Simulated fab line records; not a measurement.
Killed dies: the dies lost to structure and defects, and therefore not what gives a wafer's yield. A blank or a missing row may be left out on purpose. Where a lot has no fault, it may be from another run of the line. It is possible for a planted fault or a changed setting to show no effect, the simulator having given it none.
The tool behind it: which one? -- flow nand-harc -- 43 wafers from 15 lots sampled at 5 of the route's 1302 steps

== WHAT EACH GAUGE READ, for each wafer ==
NHARC_A_ONON_D2_THK_MEAS_21: measures by ellipsometry.
lot,measured,on,thk-nm (nm)
L428,day 12 23:04,film-metro-01,1004 1004 1003
L429,day 13 14:50,film-metro-01,985 987 986
L431,day 13 14:50,film-metro-01,989 991 990
L432,day 14 10:14,film-metro-01,1008 1010 1009
L433,day 14 20:46,film-metro-01,1009 1012 1011
L434,day 15 05:20,film-metro-01,1008 1011 1010
L435,day 16 02:28,film-metro-01,987 985 986
L436,day 16 02:28,film-metro-02,1005 1007 1005
L437,day 16 16:19,film-metro-01,1004 1003 1002
L439,day 17 08:09,film-metro-02,1004 1005 1005
L440,day 18 07:22,film-metro-02,1006 1007 1003
L444,day 19 14:05,film-metro-02,988 1525
L446,day 20 03:59,film-metro-01,986 1523
L447,day 20 12:19,film-metro-01,991 991 1530
L450,day 21 15:23,film-metro-02,1008 1007 1008

== EACH LOT AND THE TOOL THAT RAN IT (in order: tool; ch and the chambers of the sampled wafers; start) ==
lot,NHARC_A_CHANNEL_FILL_D1_ALD_14,NHARC_A_CHANNEL_FILL_D1_ETCHBACK_19,NHARC_A_DECK1_JOINT_DEP_16,NHARC_A_ONON_D2_DEP_19
L428,"ald-hk-01 ch 0,1,2, day 9 01:22","rie-si-05 ch 1,2,3, day 9 18:25","pecvd-03 ch 0,1, day 12 09:53","pecvd-onon-04 ch 0, day 12 22:37"
L429,"ald-hk-01 ch 1,3, day 9 20:38","rie-si-03 ch 0,3, day 10 15:10","pecvd-02 ch 0,2, day 13 00:25","pecvd-onon-04 ch 0, day 13 14:23"
L431,"ald-hk-02 ch 1,2,3, day 10 02:03","rie-si-03 ch 0,1, day 10 18:55","pecvd-03 ch 0,1,2, day 13 00:19","pecvd-onon-01 ch 0, day 13 14:26"
L432,"ald-hk-04 ch 0,2,3, day 10 19:43","rie-si-05 ch 0,2, day 11 12:40","pecvd-01 ch 1,2, day 13 23:08","pecvd-onon-01 ch 0, day 14 09:44"
L433,"ald-hk-04 ch 1,2,3, day 11 04:06","rie-si-05 ch 0,1, day 11 22:37","pecvd-03 ch 1,2, day 14 09:32","pecvd-onon-03 ch 0, day 14 20:16"
L434,"ald-hk-01 ch 0,1,2, day 11 15:53","rie-si-05 ch 0,2,3, day 12 08:49","pecvd-03 ch 0,2, day 14 18:10","pecvd-onon-04 ch 0, day 15 04:49"
L435,"ald-hk-04 ch 0,1, day 12 10:29","rie-si-05 ch 0,1, day 13 03:32","pecvd-02 ch 1,2, day 15 15:14","pecvd-onon-04 ch 0, day 16 02:00"
L436,"ald-hk-02 ch 1,2,3, day 12 10:31","rie-si-01 ch 1,2,3, day 13 03:31","pecvd-01 ch 1,2, day 15 15:14","pecvd-onon-01 ch 0, day 16 01:57"
L437,"ald-hk-02 ch 0,1,2, day 13 01:02","rie-si-01 ch 1,2,3, day 13 18:08","pecvd-01 ch 0,1, day 16 05:10","pecvd-onon-03 ch 0, day 16 15:49"
L439,"ald-hk-04 ch 0,1,3, day 13 17:23","rie-si-03 ch 1,2, day 14 10:22","pecvd-03 ch 0,1, day 16 21:05","pecvd-onon-04 ch 0, day 17 07:45"
L440,"ald-hk-01 ch 0,2,3, day 14 12:41","rie-si-03 ch 2,3, day 15 05:40","pecvd-02 ch 0,1, day 17 19:41","pecvd-onon-01 ch 0, day 18 06:58"
L444,"ald-hk-01 ch 1,2, day 15 17:51","rie-si-05 ch 1,3, day 16 10:44","pecvd-02 ch 0,1, day 19 02:59","pecvd-onon-04 ch 0, day 19 13:37"
L446,"ald-hk-04 ch 2,3, day 16 12:24","rie-si-01 ch 2,3, day 17 05:17","pecvd-03 ch 0,2, day 19 16:35","pecvd-onon-04 ch 0, day 20 03:43"
L447,"ald-hk-02 ch 2,3, day 16 19:58","rie-si-01 ch 0,1,3, day 17 13:32","pecvd-02 ch 0,1,2, day 20 00:49","pecvd-onon-04 ch 0, day 20 11:49"
L450,"ald-hk-04 ch 0,2,3, day 18 03:59","rie-si-01 ch 0,1, day 18 21:14","pecvd-02 ch 0,1,2, day 21 05:41","pecvd-onon-03 ch 0, day 21 14:56"
- NHARC_A_CHANNEL_FILL_D1_ALD_14: deposits SiO2, target thk 2.5 nm, pulse time 10 s, ald cycles 25.
- NHARC_A_CHANNEL_FILL_D1_ETCHBACK_19: etches the open film in HBr/Cl2, target depth 5 nm, time 1.7 s.
- NHARC_A_DECK1_JOINT_DEP_16: deposits SiO2, target thk 45 nm.
- NHARC_A_ONON_D2_DEP_19: target thk 1000 nm.

== AS READ BY THE TOOLS THEMSELVES (means over the sampled wafers that have a number; for cases with no such wafer, the mark the record gives instead) ==
NHARC_A_CHANNEL_FILL_D1_ALD_14.
lot,tool,heater-power-w (W),precursor-pulse-height-rel,susceptor-temp-C (C)
L428,ald-hk-01,467,1.004,300.06
L429,ald-hk-01,493,1.015,300.02
L431,ald-hk-02,481,0.993,299.97
L432,ald-hk-04,496,1.007,299.98
L433,ald-hk-04,501,0.993,300.00
L434,ald-hk-01,466,0.985,299.96
L435,ald-hk-04,476,1.002,300.05
L436,ald-hk-02,478,0.993,299.89
L437,ald-hk-02,490,0.995,300.06
L439,ald-hk-04,473,1.004,300.14
L440,ald-hk-01,448,1.022,299.94
L444,ald-hk-01,442,1.002,300.06
L446,ald-hk-04,516,1.006,300.24
L447,ald-hk-02,463,1.001,300.00
L450,ald-hk-04,494,1.000,300.00

NHARC_A_CHANNEL_FILL_D1_ETCHBACK_19.
lot,tool,drypump-motor-current-A (A),oes-product-au (a.u.),throttle-valve-pct (%)
L428,rie-si-05,6.0,0.988,26.407
L429,rie-si-03,5.8,1.018,26.402
L431,rie-si-03,5.6,1.018,26.407
L432,rie-si-05,6.1,1.007,26.396
L433,rie-si-05,5.7,1.002,26.412
L434,rie-si-05,6.1,1.005,26.407
L435,rie-si-05,5.7,1.005,26.406
L436,rie-si-01,5.9,0.996,26.407
L437,rie-si-01,5.9,0.994,26.396
L439,rie-si-03,5.9,1.004,26.398
L440,rie-si-03,6.1,1.002,26.409
L444,rie-si-05,5.9,0.985,26.412
L446,rie-si-01,5.7,1.000,26.404
L447,rie-si-01,6.1,1.001,26.400
L450,rie-si-01,6.3,1.005,26.404

NHARC_A_DECK1_JOINT_DEP_16.
lot,tool,heater-power-w (W),susceptor-temp-C (C),throttle-valve-pct (%)
L428,pecvd-03,595,399.78,15.4
L429,pecvd-02,624,400.22,15.9
L431,pecvd-03,559,399.84,15.7
L432,pecvd-01,699,400.11,16.0
L433,pecvd-03,528,399.95,15.3
L434,pecvd-03,569,400.03,15.9
L435,pecvd-02,580,400.04,15.8
L436,pecvd-01,645,399.97,15.6
L437,pecvd-01,565,400.06,16.4
L439,pecvd-03,602,399.91,15.5
L440,pecvd-02,552,399.82,16.0
L444,pecvd-02,669,399.87,16.0
L446,pecvd-03,478,399.76,15.6
L447,pecvd-02,591,400.05,15.9
L450,pecvd-02,644,399.98,15.7

NHARC_A_ONON_D2_DEP_19.
lot,tool,susceptor-temp-C (C)
L428,pecvd-onon-04,400.20
L429,pecvd-onon-04,399.90
L431,pecvd-onon-01,399.83
L432,pecvd-onon-01,399.86
L433,pecvd-onon-03,400.03
L434,pecvd-onon-04,400.10
L435,pecvd-onon-04,400.05
L436,pecvd-onon-01,399.95
L437,pecvd-onon-03,400.10
L439,pecvd-onon-04,400.06
L440,pecvd-onon-01,399.74
L444,pecvd-onon-04,400.27
L446,pecvd-onon-04,399.94
L447,pecvd-onon-04,399.64
L450,pecvd-onon-03,400.07

== THE ANSWER, worked out from the rows above alone ==
Rule: what is usual is taken from the lots themselves. Put in order of their means at a reading, lots are off if they are a third of the lots or fewer, leave a main group of 4 or more, and stand apart from it by a gap of 3 or more times the standard deviation of the main group's means; of several such gaps the widest counts. A main group is skipped when, at the precision printed for the reading in the tables above, its means are all equal. Also off: a lot with no number at a reading for which 4 or more lots have one. The other lots that the step has rows for count as sound. First the gauges in route order, then the tools' own readings, where a lot's mean is used as printed above. At the first step where some lot is off, the reading lying furthest off is the one used; lots without a number count as furthest.
Off: L444, L446, L447, at NHARC_A_ONON_D2_THK_MEAS_21 (thk-nm). Main group: mean 1002 nm, sd 8.7.
A tool fits if, at a process step before that reading, it ran every lot that is off, and no sound lot after the first of them. Gauges at NHARC_A_ONON_D2_THK_MEAS_21: tried the same way as those tools. One candidate fits, namely pecvd-onon-04 at NHARC_A_ONON_D2_DEP_19. A fault onset in the window from L439 (day 17 07:45, its last sound lot) to L444 (day 19 13:37, its first lot off) fits.

== WHAT THE SIMULATOR PUT IN ==
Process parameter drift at NHARC_A_ONON_D2_DEP_19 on pecvd-onon-04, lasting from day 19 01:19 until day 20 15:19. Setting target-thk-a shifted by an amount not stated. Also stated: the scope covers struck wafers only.
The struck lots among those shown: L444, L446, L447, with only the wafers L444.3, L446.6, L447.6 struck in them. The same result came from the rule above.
